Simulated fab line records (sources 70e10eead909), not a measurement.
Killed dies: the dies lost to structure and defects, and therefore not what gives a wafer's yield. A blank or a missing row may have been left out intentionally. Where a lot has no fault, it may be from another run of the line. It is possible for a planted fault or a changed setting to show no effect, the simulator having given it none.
Which tool was responsible? | flow nandHarc | Sampling: 7 lots, 21 wafers, 3 of 1302 route steps

## WHAT THE GAUGES SHOWED, per wafer
NHARC_A_ONON_D1_THK_MEAS_27: measures by ellipsometry.
lot  | measured     | on           | thkNm (nm)
L306 | day 8 15:13  | filmMetro-02 | 988 987 987
L310 | day 10 08:06 | filmMetro-01 | 991 992 992
L312 | day 11 01:53 | filmMetro-02 | 1017 1017 1018
L316 | day 13 03:10 | filmMetro-02 | 1001 1002 999
L323 | day 16 00:25 | filmMetro-01 | 989 989 988
L326 | day 16 21:49 | filmMetro-01 | 984 983 985
L328 | day 18 02:23 | filmMetro-02 | 1004 1007 1007

## TOOL THAT RAN EACH LOT (tool first, then ch and the chambers of the sampled wafers, then the start)
lot  | NHARC_A_ZERO_WELL_DESCUM_12       | NHARC_A_ONON_D1_DEP_25
L306 | rieDiel-06 ch 2,3, day 7 03:23    | pecvdOnon-02 ch 0, day 8 14:43
L310 | rieDiel-03 ch 0,1,2, day 8 20:16  | pecvdOnon-02 ch 0, day 10 07:39
L312 | rieDiel-06 ch 0,1,3, day 9 15:58  | pecvdOnon-01 ch 0, day 11 01:22
L316 | rieDiel-10 ch 0,2, day 11 15:44   | pecvdOnon-03 ch 0, day 13 02:43
L323 | rieDiel-03 ch 0,1,3, day 14 14:47 | pecvdOnon-02 ch 0, day 15 23:55
L326 | rieDiel-03 ch 0,2, day 15 09:38   | pecvdOnon-02 ch 0, day 16 21:18
L328 | rieDiel-03 ch 0,1,2, day 16 10:37 | pecvdOnon-02 ch 0, day 18 01:52
- NHARC_A_ZERO_WELL_DESCUM_12: chemistry O2, time 3 s.
- NHARC_A_ONON_D1_DEP_25: target thk 1000 nm.

## THE ANSWER, worked out from the rows above alone
Rule: the lots themselves supply what counts as usual. Put in order of their means at a reading, lots are off if they are a third of the lots or fewer, leave a main group of 4 or more, and stand apart from it by a gap of 3 or more times the standard deviation of the main group's means; of several such gaps the widest counts. The tables above print the reading to a certain number of digits; a main group whose means all agree to those digits is not used. Also off: a lot with no number at a reading for which 4 or more lots have one. The other lots that the step has rows for count as sound.
None of the lots is off at any reading shown; this tells nothing.

## WHAT HAD BEEN PUT IN BY THE SIMULATOR
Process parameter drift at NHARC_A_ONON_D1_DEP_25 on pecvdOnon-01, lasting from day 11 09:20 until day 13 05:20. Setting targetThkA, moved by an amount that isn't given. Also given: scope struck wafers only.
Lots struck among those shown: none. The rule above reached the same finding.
